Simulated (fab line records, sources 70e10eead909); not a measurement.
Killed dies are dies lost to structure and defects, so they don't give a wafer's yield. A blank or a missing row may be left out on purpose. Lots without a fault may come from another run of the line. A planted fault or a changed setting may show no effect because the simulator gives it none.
fab line records | flow nand_harc
record lots=5 wafers=15 last_day=34
route steps=1302 shown P_M0@262
lots that met no fault: from a run of the same line without faults
start_h: hours from the record's first day to the start of the lot's first wafer shown | wait_h: hours since the lot's step before | " the same as in the row above | L1.1+2: a row that stands for several wafers | - no value, or no start given | * or withheld: withheld | < > ~ a bound
route shown NAME@n: a module of which the file shows steps, and the number in the route of the first | usual: mean/standard deviation of fault-free wafers | same: alike in all rows | chamber/n: place in a boat | sites: the reading at each site | _std_site: their standard deviation | _edge_site: outer sites' mean less inner sites' | radius_mm: how far each site lies from the wafer's centre | mask NAME#n: copy n | behind: the tool/chamber that last shaped the wafer | hold: why the lot was held/for how many hours/how that ended | device: the transistor (n, p or np) that didn't switch | end of line: the same wafers' tests at the end of the route | a step without rows: its recipe alone | killed: dies lost to structure and defects at the first sort, not the wafer's yield | map: a wafer's dies, x killed, . not, _ none there
set.NAME: the setting as run; set.NAME@STEP: as run at that earlier step | model.NAME: the simulator's own value behind a step, which no gauge read
lots at some steps of the route; a table a step, a row a wafer
services: from which hour (start_h, from the record's first day; less than 0 if before it) a tool's chamber was out of use, for how many hours, and why
## steps
# step NHARC_P_M0_DEVELOP_08
# recipe develop_time_s=35 dev_temp_c=23
# step NHARC_P_M0_CD_MEAS_09
# recipe target_cd_nm=90 landing_energy_ev=500
# usual cd_nm=89.8/0.65
# columns lot.wafer tool chamber start_h wait_h cd_nm
L544.1 cd_sem-03 0 151.33 - 89.1
L544.3 " 0 " " 89.1
L544.5 " 0 " " 89.4
L551.1 cd_sem-01 0 234.32 - 91.1
L551.2 " 0 " " 89.3
L551.3 " 0 " " 90.6
L560.1 cd_sem-02 0 311.23 - 90.9
L560.5 " 0 " " 89.7
L560.6 " 0 " " 88.5
L562.3 cd_sem-03 0 329.50 - 88.5
L562.4 " 0 " " 88.3
L562.6 " 0 " " 88.3
L564.1 cd_sem-01 0 360.38 - 91.3
L564.3 " 0 " " 90.1
L564.4 " 0 " " 90.2
# step NHARC_P_M0_OVL_MEAS_10
# recipe pitch_nm=180
# usual overlay_x_nm=0.1/0.91 overlay_y_nm=0.0/0.79
# columns lot.wafer tool chamber start_h wait_h overlay_x_nm overlay_y_nm
L544.1 overlay-02 - 151.42 - -1.2 0.9
L544.3 " - " " -0.9 0.8
L544.5 " - " " -1.5 0.5
L551.1 overlay-02 - 234.40 - 0.5 -0.7
L551.2 " - " " 0.6 -0.7
L551.3 " - " " 1.0 -0.6
L560.1 overlay-02 - 311.32 - 1.8 0.2
L560.5 " - " " 1.9 -0.2
L560.6 " - " " 2.8 0.1
L562.3 overlay-01 - 329.59 - -0.4 0.5
L562.4 " - " " -1.2 -0.1
L562.6 " - " " -0.1 0.2
L564.1 overlay-01 - 360.47 - 1.0 -1.1
L564.3 " - " " 0.2 -1.6
L564.4 " - " " 0.7 -1.1
# step NHARC_P_M0_INSPECT_11
# usual raw_defect_count=5/3.1
# columns lot.wafer tool chamber start_h wait_h raw_defect_count
L544.1 defect_inspect-02 - 151.46 0.0 8
L544.3 " - " " 13
L544.5 " - " " 7
L551.1 defect_inspect-01 - 234.44 0.0 7
L551.2 " - " " 9
L551.3 " - " " 7
L560.1 defect_inspect-02 - 311.36 0.0 5
L560.5 " - " " 4
L560.6 " - " " 1
L562.3 defect_inspect-02 - 329.62 0.0 3
L562.4 " - " " 6
L562.6 " - " " 5
L564.1 defect_inspect-01 - 360.51 0.0 6
L564.3 " - " " 1
L564.4 " - " " 8
# step NHARC_P_M0_DESCUM_14
# recipe time_s=3 o2_flow_sccm=200 ar_flow_sccm=0 bias_power_w=0 chemistry=O2
# usual drypump_motor_current_A=5.5/0.4 o2_flow_sccm=199.9/0.66 oes_product_au=0.999/0.011 rf_vpp_V=57.9/0.91 showerhead_plenum_p_Torr=1.94/0.096 throttle_valve_pct=11.310/0.01
# same bias_power_w=0
# columns lot.wafer tool chamber start_h wait_h drypump_motor_current_A o2_flow_sccm oes_product_au rf_hours_counter_h rf_vpp_V showerhead_plenum_p_Torr throttle_valve_pct
L544.3 rie_diel-02 2 151.62 0.2 5.3 198.8 1.002 19 57.0 1.79 11.326
L544.1 " 3 " " 6.1 200.5 0.995 14 58.4 2.01 11.317
L544.5 " 1 " " 5.0 199.5 1.001 - 57.6 2.00 11.303
L551.3 rie_diel-02 0 234.51 0.1 5.7 198.8 1.003 1 58.4 2.00 11.314
L551.2 " 1 " " 5.0 200.4 1.028 1 57.4 1.99 11.328
L551.1 " 2 " " 5.3 199.9 1.016 1 55.9 1.79 11.292
L560.1 rie_diel-02 3 311.45 0.1 6.0 200.5 0.987 23 57.0 2.00 11.311
L560.5 " 0 " " 5.7 200.0 0.986 - 59.5 1.99 11.298
L560.6 " 1 " " 5.0 199.2 1.003 - 57.5 1.99 11.305
L562.4 rie_diel-02 0 329.70 0.1 5.7 200.8 0.993 26 59.7 1.99 11.306
L562.3 " 2 " " 5.3 200.2 0.998 5 58.0 1.79 11.312
L562.6 " 1 " " 5.0 199.0 1.026 - 58.1 1.99 11.316
L564.4 rie_diel-02 1 360.57 0.1 5.0 200.5 1.015 31 56.8 1.98 11.301
L564.3 " 3 " " 6.1 199.3 0.984 29 58.0 2.00 11.318
L564.1 " 0 " " 5.7 200.7 0.999 32 56.9 1.99 11.313
# step NHARC_P_M0_ETCH_34
# recipe target_depth_a=400 overetch_a=120 time_s=43.94 ion_energy_ev=200 n2_flow_sccm=150 h2_flow_sccm=150 ar_flow_sccm=0 rf_w=400 bias_w=150 chemistry=N2/H2
# usual drypump_motor_current_A=5.5/0.41 oes_product_au=1.000/0.011 rf_vpp_V=431.4/2.9 showerhead_plenum_p_Torr=2.07/0.1 throttle_valve_pct=14.171/0.0091
# columns lot.wafer tool chamber start_h wait_h drypump_motor_current_A oes_product_au rf_hours_counter_h rf_vpp_V showerhead_plenum_p_Torr throttle_valve_pct
L544.1 rie_diel-02 1 151.70 0.1 5.0 1.023 16 433.8 2.13 14.166
L544.3 " 2 " " 5.3 1.003 19 425.2 1.90 14.174
L544.5 " 0 " " 5.7 1.003 - 433.0 2.14 14.165
L551.1 rie_diel-02 3 234.59 0.1 6.1 0.991 1 432.3 2.14 14.184
L551.2 " 0 " " 5.7 1.006 1 434.5 2.13 14.171
L551.3 " 1 " " 5.0 1.016 1 431.7 2.13 14.186
L560.1 rie_diel-02 1 311.51 0.1 5.0 1.024 23 432.8 2.12 14.169
L560.5 " 0 " " 5.7 0.990 - 434.8 2.13 14.169
L560.6 " 1 " " 5.0 1.006 - 432.2 2.12 14.178
L562.4 rie_diel-02 3 330.08 0.4 6.1 0.994 25 431.6 2.13 14.172
L562.3 " 0 " " 5.7 0.998 26 432.8 2.13 14.179
L562.6 " 0 " " 5.7 0.999 - 432.9 2.13 14.173
L564.4 rie_diel-02 1 360.78 0.2 5.0 1.000 31 431.8 2.12 14.181
L564.1 " 2 " " 5.3 0.991 9 426.1 1.90 14.187
L564.3 " 3 " " 6.1 0.975 29 434.0 2.13 14.166
# step NHARC_P_M0_ETCH_15
# recipe target_depth_a=1500 overetch_a=150 time_s=82.5 c4f8_flow_sccm=withheld ar_flow_sccm=400 rf_w=600 bias_w=300 chemistry=C4F8/Ar
# usual oes_product_au=0.956/0.02 rf_vpp_V=442/3
# columns lot.wafer tool chamber start_h wait_h oes_product_au rf_vpp_V
L544.1 rie_diel-02 2 - - 0.977 437
L544.3 " 0 " " 0.962 444
L544.5 " 2 " " 0.978 438
L551.1 rie_diel-02 0 - - 0.953 446
L551.2 " 1 " " 0.987 443
L551.3 " 2 " " 0.978 437
L560.1 rie_diel-02 0 - - 0.960 443
L560.5 " 1 " " 0.981 441
L560.6 " 2 " " 0.957 437
L562.4 rie_diel-02 3 - - 0.932 445
L562.3 " 1 " " 0.954 442
L562.6 " 3 " " 0.930 444
L564.3 rie_diel-02 2 - - 0.948 437
L564.1 " 3 " " 0.937 444
L564.4 " 1 " " 0.958 443
# step NHARC_P_M0_CD_MEAS_16
# usual cd_nm=89.6/0.89
# columns lot.wafer tool chamber start_h wait_h cd_nm
L544.1 cd_sem-03 - 151.90 - 89.6
L544.3 " - " " 89.0
L544.5 " - " " 90.2
L551.1 cd_sem-01 - 234.80 - 90.0
L551.2 " - " " 88.7
L551.3 " - " " 90.2
L560.1 cd_sem-02 - 311.72 - 90.6
L560.5 " - " " 89.3
L560.6 " - " " 88.8
L562.3 cd_sem-02 - 330.30 - 89.0
L562.4 " - " " 87.7
L562.6 " - " " 87.9
L564.1 cd_sem-03 - 361.02 - 90.8
L564.3 " - " " 89.9
L564.4 " - " " 90.5
# step NHARC_P_M0_STRIP_18
# recipe power_w=1000 n2_flow_sccm=150 h2_flow_sccm=150 ar_flow_sccm=0 bias_w=0 chemistry=N2/H2
# usual drypump_motor_current_A=5.5/0.42 oes_product_au=0.998/0.0099 rf_vpp_V=90.7/1 showerhead_plenum_p_Torr=2.06/0.11 throttle_valve_pct=14.172/0.0092
# columns lot.wafer tool chamber start_h wait_h drypump_motor_current_A oes_product_au rf_hours_counter_h rf_vpp_V showerhead_plenum_p_Torr throttle_valve_pct
L544.3 rie_diel-04 2 151.98 0.1 5.3 1.012 52 91.0 1.91 14.178
L544.1 " 3 " " 5.2 0.999 53 90.1 1.94 14.170
L544.5 " 3 " " 5.2 1.009 - 88.7 1.94 14.175
L551.3 rie_diel-04 2 234.88 0.1 5.3 0.993 14 90.5 1.90 14.174
L551.2 " 3 " " 5.2 0.995 14 91.0 1.94 14.169
L551.1 " 1 " " 5.0 0.997 17 91.4 2.13 14.175
L560.1 rie_diel-04 3 311.84 0.1 5.2 0.992 39 89.5 1.93 14.160
L560.6 " 1 " " 5.0 0.988 - 90.1 2.12 14.171
L560.5 " 2 " " 5.3 0.992 - 88.0 1.89 14.184
L562.3 rie_diel-02 1 330.39 0.1 5.0 1.019 26 92.4 2.12 14.160
L562.4 " 2 " " 5.3 1.008 5 88.8 1.90 14.171
L562.6 " 1 " " 5.0 1.025 - 90.3 2.12 14.173
L564.4 rie_diel-02 2 361.10 0.1 5.3 0.994 9 89.1 1.90 14.164
L564.3 " 0 " " 5.7 0.997 32 91.2 2.12 14.166
L564.1 " 1 " " 5.0 1.007 31 90.4 2.12 14.157
# step NHARC_P_M0_STRIP_19
# recipe time_s=600 temp_c=30 chemistry=post_etch_residue_remover
# step NHARC_P_M0_DEGAS_28
# recipe temp_c=250 time_s=60
# step NHARC_P_M0_PRE_CLEAN_29
# recipe time_s=30 temp_c=280 gas=H2/He
# usual heater_power_w=415/48
# columns lot.wafer tool chamber start_h wait_h heater_power_w
L544.3 pvd_sputter-01 - - - 470
L544.1 " - " " 377
L544.5 " - " " 453
L551.1 pvd_sputter-02 - - - 379
L551.3 " - " " 390
L551.2 " - " " 443
L560.1 pvd_sputter-02 - - - 437
L560.5 " - " " 436
L560.6 " - " " 399
L562.3 pvd_sputter-03 - - - 477
L562.4 " - " " 412
L562.6 " - " " 408
L564.4 pvd_sputter-02 - - - 386
L564.1 " - " " 372
L564.3 " - " " 448
# step NHARC_P_M0_PVD_20
# recipe target_thk_a=50 bias_v=168.6 power_w=15000 chamber_pressure_pa=0.12 time_s=8.06 substrate_temp_c=50 material=TaN
# usual bias_v=168.4/1.7 cathode_dc_power_W=15000/2.9 throttle_valve_pct=29.8/1.1
# columns lot.wafer tool chamber start_h wait_h bias_v cathode_dc_power_W throttle_valve_pct
L544.3 pvd_sputter-01 - 152.70 - 166.0 14996 29.9
L544.1 " - " " 169.1 15000 28.3
L544.5 " - " " 169.0 15006 30.1
L551.3 pvd_sputter-02 - 235.53 - - - -
L551.1 " - " " - - -
L551.2 " - " " - - -
L560.1 pvd_sputter-02 - 312.45 - 166.9 15002 29.5
L560.5 " - " " 170.8 14997 29.2
L560.6 " - " " 167.2 15001 29.4
L562.3 pvd_sputter-03 - 331.04 - 168.3 15001 32.5
L562.4 " - " " 171.3 14998 28.7
L562.6 " - " " 172.3 14994 29.4
L564.3 pvd_sputter-02 - 361.75 - 168.1 14999 30.5
L564.1 " - " " 168.2 14998 29.4
L564.4 " - " " 169.4 15003 29.2
# step NHARC_P_M0_PVD_21
# recipe target_thk_a=300 chamber_pressure_pa=5 power_w=5000 substrate_temp_c=30 time_s=20.49 material=Cu
## services
# columns tool chamber start_h hours kind
pvd_sputter-01 - 145.41 2.1 repair
rie_diel-02 0 146.92 - clean
rie_diel-02 1 146.92 - clean
rie_diel-02 2 146.92 - clean
rie_diel-02 3 146.92 - clean
rie_diel-04 1 149.06 4.5 repair
pvd_sputter-03 - 157.51 3.3 repair
rie_diel-04 1 167.24 5.7 repair
pvd_sputter-03 - 170.00 10.0 pm
rie_diel-02 0 171.42 - clean
rie_diel-02 1 171.42 - clean
rie_diel-02 2 171.42 - clean
rie_diel-04 - 177.96 9.0 pm
rie_diel-02 - 216.92 9.0 pm
pvd_sputter-01 - 226.05 10.0 pm
rie_diel-04 - 235.67 0.9 repair
rie_diel-02 2 238.83 70.3 repair
pvd_sputter-01 - 265.42 5.2 repair
rie_diel-04 1 270.51 8.7 repair
pvd_sputter-02 - 282.03 10.0 pm
pvd_sputter-01 - 334.22 7.3 repair
pvd_sputter-03 - 348.00 10.0 pm
rie_diel-04 1 349.22 6.3 repair
rie_diel-04 - 354.97 9.0 pm
## key
first_sign step=NHARC_P_M0_PVD_20 reading=tool_record direction=missing
effect none on later readings
met_at NHARC_P_M0_PVD_20
struck_wafers L551.1,L551.2,L551.3
later_rows_left_out L551.1,L551.2,L551.3
sort_left_out L551.1,L551.2,L551.3
fault kind=skipped_step_whole tool=pvd_sputter-02,pvd_sputter-03 chamber=- onset_h=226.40 steps=NHARC_P_M0_PVD_20 scope=struck_lots_only
# sort_left_out: the simulated sort isn't trusted on such a fault, so these wafers' sort isn't shown, and their yield isn't known
# later_rows_left_out: the simulator's readings of these wafers behind a module that went badly wrong aren't trusted and aren't shown, but for the sort
